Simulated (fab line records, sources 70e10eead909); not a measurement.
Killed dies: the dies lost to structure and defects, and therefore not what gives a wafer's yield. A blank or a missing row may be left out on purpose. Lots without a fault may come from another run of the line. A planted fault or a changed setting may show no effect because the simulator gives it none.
Which tool did it? | flow nandHarc | 13 lots, 39 wafers sampled, at 5 steps of a route of 1302

## WHAT EACH GAUGE READ, for each wafer
NHARC_A_SLIT_CD_MEAS_21.
lot  | measured     | on       | cdNm (nm)
L112 | day 20 12:58 | cdSem-02 | 290.3 289.8 290.9
L114 | day 22 09:49 | cdSem-02 | 290.0 289.4 290.2
L113 | day 22 16:59 | cdSem-01 | 290.6 292.0 289.8
L119 | day 24 10:19 | cdSem-03 | 288.8 288.9 290.4
L121 | day 24 19:35 | cdSem-02 | 290.5 290.2 291.1
L124 | day 26 05:01 | cdSem-03 | 290.1 290.3 291.1
L125 | day 26 12:27 | cdSem-02 | 290.6 290.6 290.0
L128 | day 28 00:28 | cdSem-01 | 289.0 290.6 288.6
L127 | day 28 00:30 | cdSem-02 | 291.1 290.6 290.2
L129 | day 28 04:15 | cdSem-01 | 290.8 291.0 290.1
L131 | day 28 18:28 | cdSem-01 | 288.4 289.3 288.8
L130 | day 28 19:28 | cdSem-03 | 289.4 288.8 289.5
L133 | day 29 06:44 | cdSem-01 | 290.7 289.3 289.9

NHARC_A_CONTACT_OVL_MEAS_43.
lot  | measured     | on         | overlayXNm (nm) | overlayYNm (nm)
L112 | day 21 23:46 | overlay-01 | -0.4 -0.1 -0.3  | 1.1 0.7 0.7
L114 | day 23 17:56 | overlay-01 | 0.7 0.7 0.3     | 0.5 1.2 0.6
L113 | day 23 22:14 | overlay-02 | 0.7 0.7 0.9     | -0.5 -0.3 0.2
L119 | day 25 21:34 | overlay-01 | -1.1 -0.2 -0.3  | 0.5 0.2 0.4
L121 | day 26 02:27 | overlay-01 | 0.4 0.5 0.4     | 0.1 0.6 0.9
L124 | day 27 14:27 | overlay-02 | 2.3 1.4 1.5     | -0.5 -0.4 -0.2
L125 | day 27 23:43 | overlay-02 | 1.0 1.1 1.8     | 1.7 1.1 1.0
L128 | day 29 07:38 | overlay-01 | -0.3 -0.2 0.1   | 0.4 0.6 0.9
L127 | day 29 13:51 | overlay-01 | 0.8 0.5 0.7     | 1.2 0.3 0.4
L129 | day 29 12:55 | overlay-01 | 0.1 0.0 0.4     | 0.5 0.1 -0.1
L131 | day 30 01:24 | overlay-01 | 0.0 0.2 0.3     | -0.6 -1.0 -0.6
L130 | day 30 01:15 | overlay-02 | -0.5 0.3 -0.7   | 0.4 0.6 0.8
L133 | day 30 15:10 | overlay-02 | -0.4 -0.7 -0.3  | 0.1 0.9 0.4

NHARC_END_SORT_01.
lot  | measured     | on        | killedAtArray | killedAtOther | killedAtPeriphery | killedDies  | killedOpen | killedShort
L119 | day 29 17:10 | prober-02 | 137 124 122   | 2 1 1         | 8 3 13            | 147 128 136 | 5 0 5      | 1 3 1
L121 | day 30 09:56 | prober-01 | 105 111 114   | 1 1 0         | 3 3 2             | 109 115 116 | 4 3 4      | 3 1 2

## WHAT TOOL EACH LOT RAN ON (gives the tool, then ch and the chambers of the sampled wafers, and finally the start)
lot  | NHARC_A_SLIT_STRIP_18                        | NHARC_A_WL_FILL_ETCHBACK_17
L112 | rieDiel-08 ch 0,1,2, day 20 12:58 or earlier | rieMetal-03 ch 0,1, day 21 10:16
L114 | rieDiel-08 ch 0,2, day 22 09:49 or earlier   | rieMetal-02 ch 0,1, day 23 05:53
L113 | rieDiel-11 ch 1,2,3, day 22 16:59 or earlier | rieMetal-01 ch 0,1, day 23 10:00
L119 | rieDiel-08 ch 0,1,2, day 24 10:19 or earlier | rieMetal-03 ch 0,1, day 25 05:56
L121 | rieDiel-11 ch 0,2,3, day 24 19:35 or earlier | rieMetal-03 ch 0,1, day 25 13:22
L124 | rieDiel-06 ch 0,1,3, day 26 05:01 or earlier | rieMetal-02 ch 1, day 27 01:57
L125 | rieDiel-06 ch 0,1,2, day 26 12:27 or earlier | rieMetal-01 ch 0,1, day 27 07:04
L128 | rieDiel-08 ch 1,2,3, day 28 00:28 or earlier | rieMetal-01 ch 0,1, day 28 19:39
L127 | rieDiel-11 ch 0,1,2, day 28 00:30 or earlier | rieMetal-02 ch 1, day 28 22:25
L129 | rieDiel-11 ch 0,2, day 28 04:15 or earlier   | rieMetal-03 ch 0,1, day 28 22:48
L131 | rieDiel-08 ch 0,1, day 28 18:28 or earlier   | rieMetal-01 ch 0,1, day 29 13:05
L130 | rieDiel-11 ch 1,3, day 28 19:28 or earlier   | rieMetal-03 ch 0,1, day 29 13:04
L133 | rieDiel-06 ch 1,2, day 29 06:44 or earlier   | rieMetal-01 ch 0,1, day 30 02:03
- NHARC_A_SLIT_STRIP_18: strips in O2.
- NHARC_A_WL_FILL_ETCHBACK_17: etches the open film in Cl2/BCl3, target depth 4 nm, time 26.7 s.

## WHAT THE TOOLS THEMSELVES READ (means of the sampled wafers that have a number; where no wafer has one, the mark that the record gives instead)
NHARC_A_SLIT_STRIP_18.
lot  | tool       | drypumpMotorCurrentA (A) | oesProductAu (a.u.) | rfVppV (V) | showerheadPlenumPTorr (Torr) | throttleValvePct (%)
L112 | rieDiel-08 | 5.8                      | 0.987               | 57.1       | 3.55                         | 17.031
L114 | rieDiel-08 | 5.7                      | 0.987               | 58.5       | 3.61                         | 17.038
L113 | rieDiel-11 | 5.3                      | 1.013               | 57.6       | 3.57                         | 17.038
L119 | rieDiel-08 | 5.8                      | 1.005               | 58.7       | 3.55                         | 17.038
L121 | rieDiel-11 | 5.6                      | 0.999               | 58.0       | 3.65                         | 17.034
L124 | rieDiel-06 | 5.8                      | 0.993               | 57.8       | 3.58                         | 17.045
L125 | rieDiel-06 | 5.7                      | 0.988               | 56.9       | 3.54                         | 17.041
L128 | rieDiel-08 | 5.8                      | 1.006               | 56.7       | 3.45                         | 17.043
L127 | rieDiel-11 | 5.4                      | 1.007               | 57.7       | 3.60                         | 17.040
L129 | rieDiel-11 | 5.6                      | 0.996               | 58.1       | 3.68                         | 17.041
L131 | rieDiel-08 | 5.9                      | 1.013               | 58.5       | 3.51                         | 17.031
L130 | rieDiel-11 | 5.3                      | 1.018               | 57.4       | 3.53                         | 17.029
L133 | rieDiel-06 | 5.8                      | 1.006               | 58.0       | 3.62                         | 17.032

NHARC_A_WL_FILL_ETCHBACK_17.
lot  | tool        | drypumpMotorCurrentA (A) | oesProductAu (a.u.)
L112 | rieMetal-03 | 5.34                     | 1.001
L114 | rieMetal-02 | 5.60                     | 1.020
L113 | rieMetal-01 | 5.32                     | 0.996
L119 | rieMetal-03 | 5.48                     | 0.986
L121 | rieMetal-03 | 5.49                     | 0.991
L124 | rieMetal-02 | 5.44                     | 1.010
L125 | rieMetal-01 | 5.33                     | 0.991
L128 | rieMetal-01 | 5.33                     | 0.987
L127 | rieMetal-02 | 5.43                     | 1.013
L129 | rieMetal-03 | 5.34                     | 0.999
L131 | rieMetal-01 | 5.33                     | 1.001
L130 | rieMetal-03 | 5.35                     | 1.000
L133 | rieMetal-01 | 5.33                     | 0.989

## THE ANSWER, worked out from the rows above alone
Rule: usual is defined by the lots themselves. The widest of any qualifying gaps counts: lots, ordered by their means at a reading, are off when they make up no more than a third of the lots, leave a main group of 4 or more, and stand apart from it by 3 or more times the standard deviation of that group's means. The tables above print the reading to a certain number of digits; a main group whose means all agree to those digits is not used. Also off: a lot with no number at a reading for which 4 or more lots have one. All remaining lots with rows at the step are treated as sound. First the gauges in route order, then the tools' own readings, where a lot's mean is used as printed above. The first step at which some lot is off is used, and at that step the reading that is off furthest; a lot without a number counts as furthest.
Nothing can be told from this: no lot is off at any reading shown.

## WHAT THE SIMULATOR HAD INSERTED
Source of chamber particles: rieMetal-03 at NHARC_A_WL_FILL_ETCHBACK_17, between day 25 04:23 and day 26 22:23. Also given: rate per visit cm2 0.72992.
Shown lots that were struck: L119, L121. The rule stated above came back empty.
